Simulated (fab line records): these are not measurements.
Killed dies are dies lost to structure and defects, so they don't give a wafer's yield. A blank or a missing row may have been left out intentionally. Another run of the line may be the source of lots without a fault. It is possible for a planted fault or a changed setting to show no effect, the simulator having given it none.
Chamber matching ; flow n5Finfet ; rieDiel-02 running N5_BEOL_M15_STRIP_36: 4 sister chambers
The step strips in O2. 8 wafers are shown with their chamber, then 6 later ones without.

== WAFERS WITH THEIR CHAMBER ==
wafer;chamber;showerheadPlenumPTorr (Torr);throttleValvePct (%)
L328.1;3;1.98;16.85
L328.5;3;1.98;16.89
L330.6;2;2.04;16.63
L331.1;1;1.98;17.09
L331.3;0;2.04;16.46
L331.6;1;1.98;17.02
L343.3;0;2.03;16.53
L343.4;2;2.03;16.64

== WAFERS WITHOUT THEIR CHAMBER ==
wafer;showerheadPlenumPTorr (Torr);throttleValvePct (%)
L343.6;2.24;16.39
L348.2;2.23;16.59
L348.3;2.02;16.55
L348.4;2.23;16.45
L349.1;2.02;16.54
L349.3;2.23;16.44

== EACH ONE'S CHAMBER ==
wafer;from the rows above;in truth
L343.6;can't be placed: 0 or 2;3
L348.2;can't be placed: 2 or 0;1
L348.3;can't be placed: 0 or 2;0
L348.4;can't be placed: 0 or 2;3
L349.1;can't be placed: 0 or 2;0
L349.3;can't be placed: 0 or 2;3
Correctly placed: 0 of 6. Not placeable from these rows: 6 (in 2, the candidates include the true chamber). 0 placed wrongly.
How it was worked out, from the rows above alone: a wafer's distance from a chamber is the root of the sum, over the readings, of the square of ((its reading less the chamber's mean) divided by the reading's scatter). If the next closest chamber is less than 2 further off than the closest, the wafer can't be placed; otherwise it belongs to the closest. A chamber's mean is the mean of its shown wafers. How the scatter is found: for the shown wafers, subtract from each reading the mean of its chamber, square and add these, divide the total by (wafers less chambers), then take the root.
